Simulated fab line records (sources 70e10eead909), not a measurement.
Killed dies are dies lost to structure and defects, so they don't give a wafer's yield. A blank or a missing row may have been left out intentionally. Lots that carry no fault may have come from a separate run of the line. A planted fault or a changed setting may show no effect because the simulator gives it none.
Chamber matching    flow nand harc    NHARC_A_STAIRCASE_DESCUM_168 on rie diel-02: 4 sister chambers
The step chemistry O2, time 3 s. 16 wafers are shown with their chamber, then 8 later ones without.

## WAFERS PAIRED WITH THEIR CHAMBERS
wafer   chamber  showerhead plenum p Torr (Torr)  drypump motor current A (A)  oes product au (a.u.)
L078.3  3        2.04                             5.3                          0.983
L078.4  1        1.96                             5.3                          1.002
L078.6  2        1.82                             6.0                          1.020
L080.1  2        1.82                             5.9                          1.011
L080.4  1        1.96                             5.3                          1.004
L080.6  3        2.04                             5.3                          0.998
L079.1  2        1.82                             5.9                          0.997
L079.2  1        1.96                             5.4                          0.996
L079.6  0        1.80                             5.6                          0.991
L081.1  3        2.04                             5.3                          0.995
L081.4  0        1.80                             5.6                          1.008
L081.6  3        2.04                             5.3                          0.987
L084.2  0        1.80                             5.6                          0.989
L084.3  3        2.04                             5.3                          0.991
L084.4  2        1.81                             6.0                          1.001
L085.1  1        1.95                             5.3                          1.008

SIGNATURES (averages over the wafers above)
reading                   chamber 0  chamber 1  chamber 2  chamber 3  scatter within a chamber
showerhead plenum p Torr  1.8000     1.9575     1.8175     2.0400     0.00354
drypump motor current A   5.600      5.325      5.950      5.300      0.0382
oes product au            0.99600    1.00250    1.00725    0.99080    0.00795
Rule: a wafer's distance from a chamber is the root of the sum, over the readings, of the square of ((its reading less the chamber's mean) divided by the reading's scatter). The wafer belongs to the nearest chamber; if the next one is less than 2 further off, it can't be placed. The scatter: take each reading less its chamber's mean, square it, sum over the shown wafers, divide by the number of wafers less the number of chambers, and take the root.

## WAFERS MISSING THEIR CHAMBER
wafer   showerhead plenum p Torr (Torr)  drypump motor current A (A)  oes product au (a.u.)
L085.5  2.04                             5.3                          1.003
L085.6  1.80                             5.6                          0.996
L095.2  1.79                             5.6                          0.986
L095.3  1.80                             6.0                          0.986
L095.6  2.02                             5.2                          0.994
L097.2  1.78                             5.6                          0.998
L097.5  2.02                             5.3                          0.972
L097.6  1.78                             5.6                          0.987

## THE CHAMBER EACH PASSED THROUGH
wafer   from the rows above  in truth
L085.5  3                    3
L085.6  0                    0
L095.2  0                    0
L095.3  2                    2
L095.6  3                    3
L097.2  0                    0
L097.5  3                    3
L097.6  0                    0
8 of 8 placed correctly. Left unplaced by these rows: 0. Number placed wrongly: 0.
